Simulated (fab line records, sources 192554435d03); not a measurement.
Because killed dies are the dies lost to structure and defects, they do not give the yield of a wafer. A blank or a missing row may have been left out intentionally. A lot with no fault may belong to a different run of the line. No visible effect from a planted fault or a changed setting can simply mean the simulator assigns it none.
Split-lot trial / flow n5Finfet / route with 1938 steps; 7 lots, 39 wafers read

== ON THE SPLIT ==
At N5_DUMMY_GATE_ETCH_42 (etches SiO2 in CHF3/O2, target depth 3.5 nm, time 31 s), the setting biasW was moved away from the recipe's 12 W on 18 of the 39 wafers read, by -15.8% to +15.2%. All remaining wafers had this setting at the recipe value.

The split's own step is where the reading is taken.

== THE READING ==
rfVppV, in V, at N5_DUMMY_GATE_ETCH_42 (etches SiO2 in CHF3/O2, target depth 3.5 nm, time 31 s). Typical for fault-free wafers on this fab line: 42.5 V, with standard deviation 0.96 V.

wafer=L074.1; tool, chamber at the split=rieDiel-06, 3; biasW as run, W=12; against the recipe=recipe; rfVppV, V=43.4; against lot-mates on the recipe=-
wafer=L074.2; tool, chamber at the split=rieDiel-06, 2; biasW as run, W=13.82; against the recipe=+15.2%; rfVppV, V=48.5; against lot-mates on the recipe=+6.7
wafer=L074.3; tool, chamber at the split=rieDiel-06, 0; biasW as run, W=13.82; against the recipe=+15.2%; rfVppV, V=45.5; against lot-mates on the recipe=+3.7
wafer=L074.4; tool, chamber at the split=rieDiel-06, 0; biasW as run, W=12; against the recipe=recipe; rfVppV, V=41.7; against lot-mates on the recipe=-
wafer=L074.5; tool, chamber at the split=rieDiel-06, 3; biasW as run, W=13.82; against the recipe=+15.2%; rfVppV, V=46.9; against lot-mates on the recipe=+5.1
wafer=L074.6; tool, chamber at the split=rieDiel-06, 2; biasW as run, W=12; against the recipe=recipe; rfVppV, V=40.4; against lot-mates on the recipe=-
wafer=L077.2; tool, chamber at the split=rieDiel-02, 0; biasW as run, W=12; against the recipe=recipe; rfVppV, V=42.0; against lot-mates on the recipe=-
wafer=L077.3; tool, chamber at the split=rieDiel-02, 2; biasW as run, W=12; against the recipe=recipe; rfVppV, V=42.1; against lot-mates on the recipe=-
wafer=L077.6; tool, chamber at the split=rieDiel-02, 2; biasW as run, W=12; against the recipe=recipe; rfVppV, V=43.4; against lot-mates on the recipe=-
wafer=L079.1; tool, chamber at the split=rieDiel-02, 2; biasW as run, W=11.32; against the recipe=-5.7%; rfVppV, V=40.3; against lot-mates on the recipe=-1.3
wafer=L079.2; tool, chamber at the split=rieDiel-02, 1; biasW as run, W=12; against the recipe=recipe; rfVppV, V=42.5; against lot-mates on the recipe=-
wafer=L079.3; tool, chamber at the split=rieDiel-02, 0; biasW as run, W=12; against the recipe=recipe; rfVppV, V=41.1; against lot-mates on the recipe=-
wafer=L079.4; tool, chamber at the split=rieDiel-02, 3; biasW as run, W=12; against the recipe=recipe; rfVppV, V=41.2; against lot-mates on the recipe=-
wafer=L079.5; tool, chamber at the split=rieDiel-02, 3; biasW as run, W=11.32; against the recipe=-5.7%; rfVppV, V=40.3; against lot-mates on the recipe=-1.3
wafer=L079.6; tool, chamber at the split=rieDiel-02, 2; biasW as run, W=11.32; against the recipe=-5.7%; rfVppV, V=41.0; against lot-mates on the recipe=-0.6
wafer=L081.1; tool, chamber at the split=rieDiel-05, 2; biasW as run, W=12; against the recipe=recipe; rfVppV, V=43.0; against lot-mates on the recipe=-
wafer=L081.2; tool, chamber at the split=rieDiel-05, 1; biasW as run, W=10.11; against the recipe=-15.8%; rfVppV, V=36.9; against lot-mates on the recipe=-5.8
wafer=L081.3; tool, chamber at the split=rieDiel-05, 0; biasW as run, W=12; against the recipe=recipe; rfVppV, V=42.5; against lot-mates on the recipe=-
wafer=L081.4; tool, chamber at the split=rieDiel-05, 3; biasW as run, W=10.11; against the recipe=-15.8%; rfVppV, V=37.9; against lot-mates on the recipe=-4.8
wafer=L081.5; tool, chamber at the split=rieDiel-05, 0; biasW as run, W=10.11; against the recipe=-15.8%; rfVppV, V=38.5; against lot-mates on the recipe=-4.2
wafer=L081.6; tool, chamber at the split=rieDiel-05, 3; biasW as run, W=12; against the recipe=recipe; rfVppV, V=42.6; against lot-mates on the recipe=-
wafer=L086.1; tool, chamber at the split=rieDiel-05, 0; biasW as run, W=12; against the recipe=recipe; rfVppV, V=41.2; against lot-mates on the recipe=-
wafer=L086.2; tool, chamber at the split=rieDiel-05, 2; biasW as run, W=10.1; against the recipe=-15.8%; rfVppV, V=36.7; against lot-mates on the recipe=-5.8
wafer=L086.3; tool, chamber at the split=rieDiel-05, 3; biasW as run, W=10.1; against the recipe=-15.8%; rfVppV, V=38.8; against lot-mates on the recipe=-3.7
wafer=L086.4; tool, chamber at the split=rieDiel-05, 1; biasW as run, W=10.1; against the recipe=-15.8%; rfVppV, V=37.0; against lot-mates on the recipe=-5.5
wafer=L086.5; tool, chamber at the split=rieDiel-05, 0; biasW as run, W=12; against the recipe=recipe; rfVppV, V=42.7; against lot-mates on the recipe=-
wafer=L086.6; tool, chamber at the split=rieDiel-05, 1; biasW as run, W=12; against the recipe=recipe; rfVppV, V=43.7; against lot-mates on the recipe=-
wafer=L090.1; tool, chamber at the split=rieDiel-05, 3; biasW as run, W=12; against the recipe=recipe; rfVppV, V=42.1; against lot-mates on the recipe=-
wafer=L090.2; tool, chamber at the split=rieDiel-05, 2; biasW as run, W=13.14; against the recipe=+9.5%; rfVppV, V=46.2; against lot-mates on the recipe=+4.4
wafer=L090.3; tool, chamber at the split=rieDiel-05, 1; biasW as run, W=13.14; against the recipe=+9.5%; rfVppV, V=44.4; against lot-mates on the recipe=+2.6
wafer=L090.4; tool, chamber at the split=rieDiel-05, 1; biasW as run, W=12; against the recipe=recipe; rfVppV, V=41.8; against lot-mates on the recipe=-
wafer=L090.5; tool, chamber at the split=rieDiel-05, 2; biasW as run, W=12; against the recipe=recipe; rfVppV, V=41.4; against lot-mates on the recipe=-
wafer=L090.6; tool, chamber at the split=rieDiel-05, 3; biasW as run, W=13.14; against the recipe=+9.5%; rfVppV, V=45.3; against lot-mates on the recipe=+3.5
wafer=L097.1; tool, chamber at the split=rieDiel-06, 2; biasW as run, W=12; against the recipe=recipe; rfVppV, V=41.5; against lot-mates on the recipe=-
wafer=L097.2; tool, chamber at the split=rieDiel-06, 1; biasW as run, W=13.75; against the recipe=+14.6%; rfVppV, V=46.9; against lot-mates on the recipe=+4.5
wafer=L097.3; tool, chamber at the split=rieDiel-06, 0; biasW as run, W=13.75; against the recipe=+14.6%; rfVppV, V=47.3; against lot-mates on the recipe=+4.9
wafer=L097.4; tool, chamber at the split=rieDiel-06, 2; biasW as run, W=12; against the recipe=recipe; rfVppV, V=42.7; against lot-mates on the recipe=-
wafer=L097.5; tool, chamber at the split=rieDiel-06, 1; biasW as run, W=13.75; against the recipe=+14.6%; rfVppV, V=47.6; against lot-mates on the recipe=+5.2
wafer=L097.6; tool, chamber at the split=rieDiel-06, 0; biasW as run, W=12; against the recipe=recipe; rfVppV, V=42.9; against lot-mates on the recipe=-

FIT RESULTS
A straight line over all 39 wafers: rfVppV changes by +0.309 V for each +1% of biasW; r = +0.96; the points scatter about the line by 0.85 V.
The same after taking each lot's own level away (the mean of its wafers on the recipe; 39 wafers): +0.325 V for each +1%; r = +0.97; scatter 0.81 V.
According to that fit, moving biasW by its largest amount changes the reading by 5.2 V.
Across the lots, their own levels run from 41.60 to 42.70 V, a range of 1.1 times the standard deviation given above.
Consequently the slope shifts little with the lot-to-lot level, the two slopes agreeing.
Check: for one of the wafers moved furthest among these (-15.8%), held out of the fit, the line's prediction against its lot-mates is -4.91 V. It came out at -5.83 V against them.
Tool readings at the split's step, against how far the setting was moved: rfVppV r = +0.96.

== OTHER SPLITS ON THESE WAFERS ==
These wafers also went through other splits before the reading. Each is held against what the fit with the lots' levels taken away leaves over:
other split on the same wafers=N5_FIN_SAQP_ALD_61 aldCycles; wafers away from the commonest value=9; r with rfVppV (lot level and that fit taken away)=+0.01

== THE FILE'S OWN FIT ==
rfVppV changes by +0.324 V for each +1% of biasW, r = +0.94.
